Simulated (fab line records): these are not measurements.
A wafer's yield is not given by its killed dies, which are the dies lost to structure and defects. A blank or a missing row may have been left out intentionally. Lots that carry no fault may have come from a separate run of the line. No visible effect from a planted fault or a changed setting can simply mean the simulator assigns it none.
A struck lot beside a sound one | flow n5 finfet | 38 steps out of a route of 1938
Sound: the wafers L756.1, L756.2, L756.5. Struck: wafer L767.1; the same lot's L767.6 was not struck, so it is left out; see the end for the cause.
Each step with rows lists, per side, the tool, then ch with its chambers, then its first start. Under that, the readings that differ: sound wafers | struck wafers | difference of the means | sigmas: that difference in standard deviations of wafers without a fault.
alike: words and numbers the same on both sides, and readings whose means are apart by under 2 such deviations; not compared: readings that were withheld, readings missing a value for some wafer, numbers with overlapping values and no deviation given by the record, and bounds like >300 which may hide the same value.
Wherever a step has rows on one side only, a row that says differs or no value, or a row with sigmas, the two part there. Non-overlapping numbers with no deviation appear without sigmas and do not part them. A reading missing from all wafers of one side parts the sides only when that side holds two or more wafers.

first, 9 steps without rows for these wafers: N5_BEOL_M3_ANNEAL_95 (time 240 s); N5_BEOL_M3_SPUTTER_96 (material Cu, target thk 4.5 nm, time 8.29 s); N5_BEOL_M3_ECD_50 (material Cu, target thk 300 nm); N5_BEOL_M3_ANNEAL_51 (time 90 s); N5_BEOL_M3_CMP_52 (polishes, stops on SiOC, t overpolish 6.8 s, target thk 40 nm); N5_BEOL_M3_PRE_CLEAN_60 (time 15 s); N5_BEOL_M3_CO_CAP_55 (material Co, precursor CCTBA/H2, target thk 2 nm, time 102.1 s); N5_BEOL_M3_PRE_CLEAN_56 (time 15 s); N5_BEOL_M3_DEP_57 (deposits SiCN from 3MS/NH3, target thk 8 nm, time 14 s).
N5_BEOL_M4_ILD_DEP_00: deposits SiOC from DEMS/O2, target thk 79 nm, time 15.3 s.
  sound on pecvd-03 ch 0,1, day 10 10:17; struck on pecvd-03 ch 2, day 13 01:50
  reading                                      | sound          | struck | difference | sigmas
  showerhead vpp V (V)                         | 1390 1365 1332 | 1620   | +258       | +3
  model.SiOC_of_BEOL_M4_ILD_DEP_00.thk nm (nm) | 79 76.2 78.8   | 68.8   | -9.2       |
  alike: heater power w, showerhead plenum p Torr, throttle valve pct
N5_BEOL_M4_THK_MEAS_01:
  struck on film metro-01, day 13 01:54; sound on film metro-01, day 10 10:22
  reading         | sound          | struck | difference | sigmas
  M4_ILD_THK (nm) | 78.9 76.2 78.8 | 68.7   | -9.3       | -9
then, 24 steps without rows for these wafers: N5_BEOL_M4_PECVD_72 (deposits SiO2 from TEOS/O2, target thk 16 nm, time 18 s); N5_BEOL_M4_HM_DEP_02 (deposits TiN, target thk 20 nm); N5_BEOL_M4_COAT_61 (time 60 s, resist thk 60 nm); N5_BEOL_M4_COAT_62 (time 60 s, resist thk 12 nm); N5_BEOL_M4_COAT_73 (time 60 s, resist thk 5 nm); N5_BEOL_M4_COAT_05 (resist thk 30 nm); N5_BEOL_M4_EBR_07; N5_BEOL_M4_SOFTBAKE_06 (time 60 s); N5_BEOL_M4_EXPOSE_08 (exposes mask M4); N5_BEOL_M4_PEB_09 (peb time 60 s); N5_BEOL_M4_DEVELOP_10 (develop time 30 s); N5_BEOL_M4_DESCUM_16 (chemistry O2, time 7 s); N5_BEOL_M4_ETCH_74 (etches underlayer in N2/H2, target depth 6.5 nm, time 5.2 s); N5_BEOL_M4_ETCH_63 (etches SiARC in CF4, target depth 15.6 nm, time 26 s); N5_BEOL_M4_ETCH_64 (etches SOC in N2/H2, target depth 75 nm, overetch 22.5 nm, time 121.9 s); N5_BEOL_M4_STRIP_65 (strips in N2/H2); N5_BEOL_M4_STRIP_75 (strips in N2/H2); N5_BEOL_M4_STRIP_66 (strips in CF4); N5_BEOL_M4_HM_OPEN_17 (chemistry Cl2/BCl3, target TiN, target depth 20 nm, overetch 6 nm); N5_BEOL_M4_STRIP_19 (strips in O2); N5_BEOL_M4_COAT_67 (time 60 s, resist thk 60 nm); N5_BEOL_M4_COAT_68 (time 60 s, resist thk 12 nm); N5_BEOL_M4_COAT_76 (time 60 s, resist thk 5 nm); N5_BEOL_M4_COAT_22 (resist thk 30 nm).
N5_BEOL_M4_CMP_52: polishes, stops on SiOC, t overpolish 6.8 s, target thk 40 nm.
  sound on cmp-02 ch 0,2, day 10 22:38; struck on cmp-02 ch 3, day 13 11:52
  reading                                      | sound        | struck | difference | sigmas
  model.SiOC_of_BEOL_M4_ILD_DEP_00.thk nm (nm) | 76 73.2 75.8 | 65.8   | -9.2       |
  alike: motor current A
N5_BEOL_M4_RC_MEAS_101:
  sound on prober-01 ch 0, day 10 23:13; struck on prober-02 ch 0, day 13 12:22
  alike: DIBL_N, DIBL_P, IOFF_N, IOFF_P, ION_N, ION_P, SS_N, SS_P, VT_N, VT_P
N5_PASSIVATION_PROBE_49:
  the record holds rows for the sound wafers here (prober-02, day 15 09:08) but none for the struck ones

## WHERE THEY PART
Earliest at N5_BEOL_M4_ILD_DEP_00; latest, in this record, at N5_PASSIVATION_PROBE_49.

WHY: the cause the simulator had injected
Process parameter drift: pecvd-03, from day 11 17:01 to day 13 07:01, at N5_BEOL_M4_ILD_DEP_00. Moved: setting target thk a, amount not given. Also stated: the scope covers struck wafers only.
